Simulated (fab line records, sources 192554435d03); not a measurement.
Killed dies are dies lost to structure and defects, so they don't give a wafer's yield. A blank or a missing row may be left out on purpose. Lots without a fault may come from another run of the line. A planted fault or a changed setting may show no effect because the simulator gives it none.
Which tool did it? | flow n5_finfet | 22 lots, 66 wafers sampled, at 6 steps of a route of 1938

WHAT THE GAUGES READ, wafer by wafer
N5_BEOL_M8_INSPECT_13: inspects for defects (brightfield).
lot  | measured     | on                | raw_defect_count
L075 | day 10 07:34 | defect_inspect-02 | 498 350 365
L076 | day 10 07:37 | defect_inspect-01 | 292 334 449
L079 | day 11 02:37 | defect_inspect-01 | 553 421 396
L077 | day 11 03:22 | defect_inspect-02 | 465 425 450
L078 | day 11 14:10 | defect_inspect-02 | 575 663 724
L080 | day 11 22:34 | defect_inspect-01 | 274 503 386
L082 | day 12 07:29 | defect_inspect-02 | 361 394 372
L081 | day 12 10:48 | defect_inspect-02 | 648 736 448
L084 | day 12 13:43 | defect_inspect-01 | 273 400 392
L086 | day 12 23:12 | defect_inspect-02 | 413 357 512
L085 | day 13 16:56 | defect_inspect-02 | 608 497 663
L083 | day 13 17:19 | defect_inspect-01 | 435 273 511
L088 | day 13 20:14 | defect_inspect-01 | 375 498 636
L087 | day 13 20:23 | defect_inspect-01 | 423 342 475
L090 | day 14 02:08 | defect_inspect-02 | 526 553 440
L091 | day 14 23:39 | defect_inspect-01 | 302 296 293
L092 | day 14 23:49 | defect_inspect-02 | 452 357 337
L093 | day 14 23:59 | defect_inspect-02 | 529 472 437
L094 | day 15 03:49 | defect_inspect-02 | 355 414 481
L095 | day 15 07:56 | defect_inspect-01 | 288 350 340
L096 | day 16 08:24 | defect_inspect-02 | 382 360 362
L097 | day 16 13:50 | defect_inspect-02 | 406 354 435

WHICH TOOL RAN EACH LOT (tool, then ch and the chambers of the sampled wafers, then the start)
lot  | N5_BEOL_M6_ETCH_72                 | N5_BEOL_M7_CURE_74            | N5_BEOL_M7_ETCH_66                 | N5_BEOL_M7_VIA_ETCH_34             | N5_BEOL_M7_PRE_CLEAN_45
L075 | rie_diel-04 ch 0,2,3, day 9 16:01  | uv_cure-01 ch 2, day 9 19:44  | rie_diel-03 ch 0,1,2, day 10 01:49 | rie_diel-03 ch 0,1,2, day 10 01:55 | pvd_sputter-02, day 10 03:14
L076 | rie_diel-05 ch 2,3, day 9 16:41    | uv_cure-02 ch 2, day 9 20:16  | rie_diel-01 ch 1,2,3, day 10 01:38 | rie_diel-01 ch 1,2,3, day 10 01:44 | pvd_sputter-02, day 10 03:09
L079 | rie_diel-04 ch 0,1,3, day 10 10:40 | uv_cure-02 ch 1, day 10 14:40 | rie_diel-03 ch 0,1,2, day 10 21:13 | rie_diel-03 ch 0,1,2, day 10 21:19 | pvd_sputter-02, day 10 22:41
L077 | rie_diel-04 ch 1,2,3, day 10 12:16 | uv_cure-02 ch 0, day 10 15:40 | rie_diel-01 ch 2,3, day 10 22:34   | rie_diel-01 ch 2,3, day 10 22:40   | pvd_sputter-01, day 10 23:48
L078 | rie_diel-05 ch 0,1,2, day 10 22:46 | uv_cure-01 ch 2, day 11 02:10 | rie_diel-03 ch 0,1, day 11 08:22   | rie_diel-03 ch 0,1, day 11 08:28   | pvd_sputter-01, day 11 10:28
L080 | rie_diel-02 ch 0,1,2, day 11 10:28 | uv_cure-02 ch 2, day 11 13:11 | rie_diel-01 ch 0,1, day 11 16:16   | rie_diel-01 ch 0,1, day 11 16:22   | pvd_sputter-03, day 11 18:04
L082 | rie_diel-02 ch 1,3, day 11 17:59   | uv_cure-02 ch 1, day 11 22:58 | rie_diel-03 ch 0,2,3, day 12 01:41 | rie_diel-03 ch 0,2,3, day 12 01:47 | pvd_sputter-01, day 12 02:56
L081 | rie_diel-04 ch 0,1,2, day 11 21:49 | uv_cure-03 ch 0, day 12 01:38 | rie_diel-03 ch 0,3, day 12 04:09   | rie_diel-03 ch 0,3, day 12 04:15   | pvd_sputter-02, day 12 06:20
L084 | rie_diel-04 ch 0,2,3, day 11 23:46 | uv_cure-02 ch 2, day 12 03:45 | rie_diel-01 ch 2,3, day 12 07:40   | rie_diel-01 ch 2,3, day 12 07:46   | pvd_sputter-02, day 12 10:07
L086 | rie_diel-05 ch 1,3, day 12 04:01   | uv_cure-02 ch 2, day 12 08:04 | rie_diel-06 ch 1,3, day 12 12:28   | rie_diel-06 ch 1,3, day 12 12:34   | pvd_sputter-02, day 12 16:25
L085 | rie_diel-02 ch 1,2,3, day 13 04:21 | uv_cure-01 ch 1, day 13 07:35 | rie_diel-01 ch 0,2,3, day 13 11:50 | rie_diel-01 ch 0,2,3, day 13 11:56 | pvd_sputter-01, day 13 13:02
L083 | rie_diel-02 ch 2,3, day 13 04:45   | uv_cure-02 ch 1, day 13 08:08 | rie_diel-03 ch 0,1,2, day 13 12:04 | rie_diel-03 ch 0,1,2, day 13 12:10 | pvd_sputter-03, day 13 13:13
L088 | rie_diel-05 ch 0,2,3, day 13 04:52 | uv_cure-02 ch 1, day 13 09:01 | rie_diel-01 ch 0,1,3, day 13 13:56 | rie_diel-01 ch 0,1,3, day 13 14:02 | pvd_sputter-03, day 13 16:18
L087 | rie_diel-02 ch 0,1, day 13 06:47   | uv_cure-03 ch 1, day 13 10:11 | rie_diel-06 ch 2,3, day 13 14:16   | rie_diel-06 ch 2,3, day 13 14:22   | pvd_sputter-02, day 13 16:22
L090 | rie_diel-02 ch 0,1,3, day 13 11:53 | uv_cure-03 ch 1, day 13 15:20 | rie_diel-03 ch 0,3, day 13 19:16   | rie_diel-03 ch 0,3, day 13 19:22   | pvd_sputter-03, day 13 20:17
L091 | rie_diel-02 ch 0,2, day 14 08:05   | uv_cure-03 ch 1, day 14 13:04 | rie_diel-03 ch 0,3, day 14 16:37   | rie_diel-03 ch 0,3, day 14 16:43   | pvd_sputter-02, day 14 17:31
L092 | rie_diel-04 ch 1,2,3, day 14 08:07 | uv_cure-03 ch 0, day 14 13:23 | rie_diel-01 ch 0,1,3, day 14 17:28 | rie_diel-01 ch 0,1,3, day 14 17:34 | pvd_sputter-01, day 14 18:25
L093 | rie_diel-05 ch 1,2,3, day 14 08:59 | uv_cure-01 ch 2, day 14 13:37 | rie_diel-06 ch 0,2, day 14 17:05   | rie_diel-06 ch 0,2, day 14 17:11   | pvd_sputter-02, day 14 18:09
L094 | rie_diel-04 ch 0,1,2, day 14 13:17 | uv_cure-01 ch 0, day 14 19:13 | rie_diel-06 ch 1,2, day 14 22:25   | rie_diel-06 ch 1,2, day 14 22:31   | pvd_sputter-03, day 14 23:26
L095 | rie_diel-04 ch 0,2, day 14 19:41   | uv_cure-02 ch 1, day 14 23:42 | rie_diel-03 ch 0,1,2, day 15 02:13 | rie_diel-03 ch 0,1,2, day 15 02:19 | pvd_sputter-03, day 15 03:31
L096 | rie_diel-02 ch 1,2,3, day 15 17:31 | uv_cure-03 ch 2, day 15 22:32 | rie_diel-03 ch 0,2,3, day 16 02:18 | rie_diel-03 ch 0,2,3, day 16 02:24 | pvd_sputter-01, day 16 03:14
L097 | rie_diel-05 ch 1,2, day 15 22:03   | uv_cure-03 ch 1, day 16 02:18 | rie_diel-03 ch 2,3, day 16 05:34   | rie_diel-03 ch 2,3, day 16 05:40   | pvd_sputter-02, day 16 07:56
- N5_BEOL_M6_ETCH_72: etches underlayer in N2/H2, target depth 6.5 nm, time 5.2 s.
- N5_BEOL_M7_CURE_74: cures SiCOH lowk, time 240 s.
- N5_BEOL_M7_ETCH_66: etches SOC in N2/H2, target depth 80 nm, overetch 16 nm, time 120 s.
- N5_BEOL_M7_VIA_ETCH_34: etches SiCOH lowk in C4F6/O2, target depth 125.5 nm, time 50.5 s.
- N5_BEOL_M7_PRE_CLEAN_45: time 30 s.

WHAT THE TOOLS THEMSELVES READ (means of the sampled wafers that have a number; where no wafer has one, the mark that the record gives instead)
N5_BEOL_M6_ETCH_72.
lot  | tool        | chamber_pressure_mTorr (mTorr) | drypump_motor_current_A (A) | etch_rf_on_time_s (s) | oes_product_au (a.u.) | rf_vpp_V (V) | showerhead_plenum_p_Torr (Torr) | throttle_valve_pct (%)
L075 | rie_diel-04 | 29.98                          | 6.1                         | 5.16                  | 0.70                  | 525          | 2.56                            | 17.82
L076 | rie_diel-05 | 30.04                          | 6.0                         | 5.11                  | 0.71                  | 527          | 2.68                            | 17.83
L079 | rie_diel-04 | 30.00                          | 6.2                         | 5.14                  | 0.65                  | 525          | 2.53                            | 17.73
L077 | rie_diel-04 | 29.97                          | 6.1                         | 5.16                  | 0.65                  | 521          | 2.46                            | 17.89
L078 | rie_diel-05 | 30.01                          | 5.6                         | 5.27                  | 0.67                  | 524          | 2.56                            | 17.83
L080 | rie_diel-02 | 29.97                          | 5.7                         | 5.17                  | 0.73                  | 527          | 2.62                            | 17.72
L082 | rie_diel-02 | 30.03                          | 5.6                         | 5.25                  | 0.65                  | 528          | 2.65                            | 17.78
L081 | rie_diel-04 | 30.03                          | 6.2                         | 5.20                  | 0.67                  | 524          | 2.51                            | 17.83
L084 | rie_diel-04 | 30.04                          | 6.2                         | 5.19                  | 0.68                  | 524          | 2.55                            | 17.85
L086 | rie_diel-05 | 29.97                          | 5.7                         | 5.24                  | 0.68                  | 521          | 2.42                            | 17.97
L085 | rie_diel-02 | 29.99                          | 5.9                         | 5.25                  | 0.67                  | 525          | 2.59                            | 17.80
L083 | rie_diel-02 | 29.98                          | 6.2                         | 5.23                  | 0.72                  | 523          | 2.53                            | 17.79
L088 | rie_diel-05 | 30.00                          | 5.9                         | 5.18                  | 0.71                  | 527          | 2.65                            | 17.74
L087 | rie_diel-02 | 29.99                          | 5.4                         | 5.21                  | 0.66                  | 527          | 2.67                            | 17.74
L090 | rie_diel-02 | 29.96                          | 5.6                         | 5.26                  | 0.64                  | 526          | 2.65                            | 17.76
L091 | rie_diel-02 | 29.94                          | 6.0                         | 5.18                  | 0.74                  | 523          | 2.55                            | 17.75
L092 | rie_diel-04 | 29.98                          | 6.1                         | 5.16                  | 0.69                  | 525          | 2.56                            | 17.80
L093 | rie_diel-05 | 30.05                          | 5.8                         | 5.21                  | 0.70                  | 524          | 2.54                            | 17.88
L094 | rie_diel-04 | 29.97                          | 6.2                         | 5.15                  | 0.73                  | 525          | 2.61                            | 17.71
L095 | rie_diel-04 | 30.00                          | 6.2                         | 5.24                  | 0.68                  | 526          | 2.60                            | 17.83
L096 | rie_diel-02 | 30.00                          | 5.9                         | 5.25                  | 0.65                  | 526          | 2.58                            | 17.83
L097 | rie_diel-05 | 30.00                          | 5.7                         | 5.13                  | 0.67                  | 525          | 2.57                            | 17.90

N5_BEOL_M7_CURE_74.
lot  | tool       | lamp_power_pct (%) | wafer_temp_C_max
L075 | uv_cure-01 | 52.28              | 386.1
L076 | uv_cure-02 | 52.27              | 387.4
L079 | uv_cure-02 | 52.42              | 385.9
L077 | uv_cure-02 | 52.36              | 386.5
L078 | uv_cure-01 | 52.32              | 386.2
L080 | uv_cure-02 | 52.32              | 387.5
L082 | uv_cure-02 | 52.37              | 386.5
L081 | uv_cure-03 | 52.33              | 386.6
L084 | uv_cure-02 | 52.31              | 387.5
L086 | uv_cure-02 | 52.26              | 387.4
L085 | uv_cure-01 | 52.26              | 387.5
L083 | uv_cure-02 | 52.34              | 386.5
L088 | uv_cure-02 | 52.27              | 386.1
L087 | uv_cure-03 | 52.34              | 386.6
L090 | uv_cure-03 | 52.28              | 386.2
L091 | uv_cure-03 | 52.26              | 386.3
L092 | uv_cure-03 | 52.36              | 386.8
L093 | uv_cure-01 | 52.34              | 386.2
L094 | uv_cure-01 | 52.32              | 386.4
L095 | uv_cure-02 | 52.31              | 385.9
L096 | uv_cure-03 | 52.28              | 387.6
L097 | uv_cure-03 | 52.26              | 386.2

N5_BEOL_M7_ETCH_66.
lot  | tool        | chamber_pressure_mTorr (mTorr) | drypump_motor_current_A (A) | oes_product_au (a.u.) | rf_vpp_V (V) | showerhead_plenum_p_Torr (Torr) | temp_c (C) | throttle_valve_pct (%)
L075 | rie_diel-03 | 29.990                         | 5.37                        | 0.57                  | 521.6        | 2.46                            | 39.93      | 17.79
L076 | rie_diel-01 | 30.002                         | 5.66                        | 0.56                  | 522.8        | 2.53                            | 40.06      | 17.89
L079 | rie_diel-03 | 29.975                         | 5.36                        | 0.57                  | 521.6        | 2.46                            | 39.89      | 17.80
L077 | rie_diel-01 | 29.981                         | 5.67                        | 0.54                  | 522.8        | 2.49                            | 40.01      | 17.93
L078 | rie_diel-03 | 30.014                         | 5.33                        | 0.57                  | 520.1        | 2.39                            | 40.09      | 17.53
L080 | rie_diel-01 | 30.000                         | 5.27                        | 0.59                  | 524.8        | 2.58                            | 39.97      | 17.96
L082 | rie_diel-03 | 29.990                         | 5.52                        | 0.54                  | 523.4        | 2.51                            | 40.08      | 18.05
L081 | rie_diel-03 | 30.020                         | 5.67                        | 0.53                  | 522.8        | 2.51                            | 39.98      | 17.99
L084 | rie_diel-01 | 29.989                         | 5.67                        | 0.56                  | 521.9        | 2.47                            | 39.97      | 17.83
L086 | rie_diel-06 | 30.014                         | 5.39                        | 0.58                  | 521.9        | 2.46                            | 40.02      | 17.85
L085 | rie_diel-01 | 30.009                         | 5.48                        | 0.57                  | 523.4        | 2.50                            | 40.06      | 17.92
L083 | rie_diel-03 | 30.019                         | 5.36                        | 0.56                  | 521.7        | 2.45                            | 39.93      | 17.83
L088 | rie_diel-01 | 29.996                         | 5.45                        | 0.57                  | 523.7        | 2.54                            | 39.94      | 17.89
L087 | rie_diel-06 | 29.981                         | 5.68                        | 0.57                  | 524.6        | 2.58                            | 40.05      | 17.85
L090 | rie_diel-03 | 30.029                         | 5.62                        | 0.60                  | 523.0        | 2.50                            | 40.08      | 17.68
L091 | rie_diel-03 | 30.015                         | 5.67                        | 0.65                  | 522.9        | 2.50                            | 39.94      | 17.74
L092 | rie_diel-01 | 30.020                         | 5.46                        | 0.56                  | 522.5        | 2.54                            | 39.98      | 17.90
L093 | rie_diel-06 | 29.964                         | 5.63                        | 0.61                  | 524.9        | 2.59                            | 39.93      | 17.60
L094 | rie_diel-06 | 30.019                         | 5.97                        | 0.60                  | 526.0        | 2.63                            | 39.92      | 17.75
L095 | rie_diel-03 | 29.992                         | 5.37                        | 0.55                  | 520.0        | 2.44                            | 40.01      | 17.86
L096 | rie_diel-03 | 30.035                         | 5.51                        | 0.66                  | 523.9        | 2.50                            | 40.00      | 17.81
L097 | rie_diel-03 | 29.995                         | 5.45                        | 0.59                  | 522.5        | 2.50                            | 40.12      | 18.20

N5_BEOL_M7_VIA_ETCH_34.
lot  | tool        | chamber_pressure_mTorr (mTorr) | drypump_motor_current_A (A) | oes_product_au (a.u.) | rf_vpp_V (V) | showerhead_plenum_p_Torr (Torr) | throttle_valve_pct (%)
L075 | rie_diel-03 | 30.001                         | 5.37                        | 0.74                  | 660          | 2.77                            | 20.97
L076 | rie_diel-01 | 29.980                         | 5.64                        | 0.73                  | 667          | 2.83                            | 20.88
L079 | rie_diel-03 | 30.023                         | 5.37                        | 0.74                  | 660          | 2.77                            | 20.99
L077 | rie_diel-01 | 30.033                         | 5.68                        | 0.72                  | 670          | 2.79                            | 20.94
L078 | rie_diel-03 | 29.967                         | 5.35                        | 0.74                  | 656          | 2.70                            | 20.72
L080 | rie_diel-01 | 29.970                         | 5.25                        | 0.77                  | 671          | 2.88                            | 21.04
L082 | rie_diel-03 | 29.979                         | 5.53                        | 0.70                  | 662          | 2.82                            | 21.14
L081 | rie_diel-03 | 29.988                         | 5.65                        | 0.69                  | 661          | 2.80                            | 21.04
L084 | rie_diel-01 | 29.989                         | 5.66                        | 0.73                  | 666          | 2.77                            | 20.82
L086 | rie_diel-06 | 29.979                         | 5.38                        | 0.75                  | 666          | 2.76                            | 20.81
L085 | rie_diel-01 | 29.993                         | 5.48                        | 0.74                  | 669          | 2.81                            | 20.97
L083 | rie_diel-03 | 29.999                         | 5.35                        | 0.72                  | 660          | 2.76                            | 21.00
L088 | rie_diel-01 | 30.009                         | 5.44                        | 0.74                  | 666          | 2.84                            | 20.92
L087 | rie_diel-06 | 30.008                         | 5.65                        | 0.74                  | 671          | 2.87                            | 20.69
L090 | rie_diel-03 | 29.980                         | 5.62                        | 0.78                  | 655          | 2.80                            | 20.79
L091 | rie_diel-03 | 29.999                         | 5.67                        | 0.85                  | 661          | 2.79                            | 20.81
L092 | rie_diel-01 | 29.986                         | 5.45                        | 0.73                  | 666          | 2.83                            | 20.94
L093 | rie_diel-06 | 29.987                         | 5.64                        | 0.81                  | 673          | 2.90                            | 20.61
L094 | rie_diel-06 | 30.006                         | 5.92                        | 0.78                  | 671          | 2.93                            | 20.62
L095 | rie_diel-03 | 30.018                         | 5.36                        | 0.71                  | 660          | 2.75                            | 21.02
L096 | rie_diel-03 | 29.991                         | 5.56                        | 0.86                  | 663          | 2.80                            | 20.94
L097 | rie_diel-03 | 30.010                         | 5.43                        | 0.76                  | 669          | 2.81                            | 21.29

N5_BEOL_M7_PRE_CLEAN_45.
lot  | tool           | heater_power_w (W)
L075 | pvd_sputter-02 | 382
L076 | pvd_sputter-02 | 357
L079 | pvd_sputter-02 | 358
L077 | pvd_sputter-01 | 321
L078 | pvd_sputter-01 | 333
L080 | pvd_sputter-03 | 305
L082 | pvd_sputter-01 | 345
L081 | pvd_sputter-02 | 339
L084 | pvd_sputter-02 | 351
L086 | pvd_sputter-02 | 366
L085 | pvd_sputter-01 | 313
L083 | pvd_sputter-03 | 319
L088 | pvd_sputter-03 | 319
L087 | pvd_sputter-02 | 311
L090 | pvd_sputter-03 | 315
L091 | pvd_sputter-02 | 329
L092 | pvd_sputter-01 | 294
L093 | pvd_sputter-02 | 360
L094 | pvd_sputter-03 | 343
L095 | pvd_sputter-03 | 306
L096 | pvd_sputter-01 | 321
L097 | pvd_sputter-02 | 317

THE ANSWER, worked out from the rows above alone
Rule: what is usual is taken from the lots themselves. Put in order of their means at a reading, lots are off if they are a third of the lots or fewer, leave a main group of 4 or more, and stand apart from it by a gap of 3 or more times the standard deviation of the main group's means; of several such gaps the widest counts. A main group whose means are all the same, to the digits that the tables above print for the reading, isn't used. A lot without any number at a reading at which 4 lots or more have one is off too. The other lots that the step has rows for count as sound. The gauges are gone through in route order, then the tools' own readings, and for those a lot's mean is taken as printed above. The first step at which some lot is off is used, and at that step the reading that is off furthest; a lot without a number counts as furthest.
No lot is off at any reading shown: from this, nothing can be told.

WHAT THE SIMULATOR HAD PUT IN
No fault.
